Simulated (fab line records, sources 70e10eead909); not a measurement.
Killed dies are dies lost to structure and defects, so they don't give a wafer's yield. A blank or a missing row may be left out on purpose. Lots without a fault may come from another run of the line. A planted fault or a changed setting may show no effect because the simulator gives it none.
Problem report in the 8D (eight disciplines) form, filled by code | flow nand_harc | the parts of the form that need people (team, actions taken, sign-off) are left out

1. THE PROBLEM
plate_temp_C at NHARC_P_GATE_PEB_57 reads a mean of 122.83 C on 6 wafers of 2 lots; wafers without a fault read 118.00 C with a standard deviation of 0.13. That is +37 standard deviations from the usual mean.
The step: peb time 85 s.
First seen on wafer L510.3, day 14 11:17, on litho_track-07. The record holds 33 wafers of 11 lots with a number at this step. Rule for "out", or "out of limits": more than 4 standard deviations from the usual mean. The other wafers with a number count as sound.

2. WHAT IT IS AND WHAT IT IS NOT
question                    | is                                 | is not
which readings at this step | plate_temp_C, heater_power_total_W | -
which lots                  | L510, L511                         | L491, L492, L495, L496, L497, L498, L499, L500, L501
which wafers of those lots  | all that have a number             | -
read on which tools         | litho_track-07                     | litho_track-03, litho_track-05
when                        | from day 14 11:17                  | up to then (27 sound wafers)

3. SUSPECTS, AND WHAT RULES EACH OUT
Counting: a tool at a process step up to the reading stays a suspect if it ran every lot that is out and no sound lot after the first of them.
- litho_track-07 at NHARC_P_GATE_PEB_57 (peb time 85 s): kept. It ran every lot that is out, first L510 (day 14 11:17), and no sound lot after that; its last sound lot up to then is L501 (day 10 18:37). Its own readings are out on those wafers: heater_power_total_W, plate_temp_C.
Left after counting: litho_track-07 at NHARC_P_GATE_PEB_57.

4. THE CAUSE (what the simulator had put in)
Process parameter drift: litho_track-07, from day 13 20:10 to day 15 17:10, at NHARC_P_GATE_PEB_57. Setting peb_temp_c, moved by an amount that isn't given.
Counting left only this tool.

5. THE CHAIN OF EFFECTS, in route order
Each row: a reading whose mean over the struck wafers that have a number lies more than 3 standard deviations from the usual. Only readings for which the record gives a usual standard deviation are gone through. hours: the time from each lot's start at the first step in this table that gives one to its start at this step, as a median over the lots. sigmas: the change in usual standard deviations.
hours | step                | reading              | usual    | on struck wafers | change | sigmas
0     | NHARC_P_GATE_PEB_57 | heater_power_total_W | 163.98 W | 173.19           | +9.21  | +34
0     | NHARC_P_GATE_PEB_57 | plate_temp_C         | 118.00 C | 122.83           | +4.83  | +37
The process steps in it:
- NHARC_P_GATE_PEB_57: peb time 85 s.
Later measuring or inspecting steps at which every struck wafer that the step has a row for has a number for every such reading, and none has moved that far: NHARC_END_SORT_01.

6. WHAT WOULD HAVE CAUGHT IT SOONER
In this record the first reading out of limits was taken at day 14 11:17, 15 hours after the fault began at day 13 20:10.
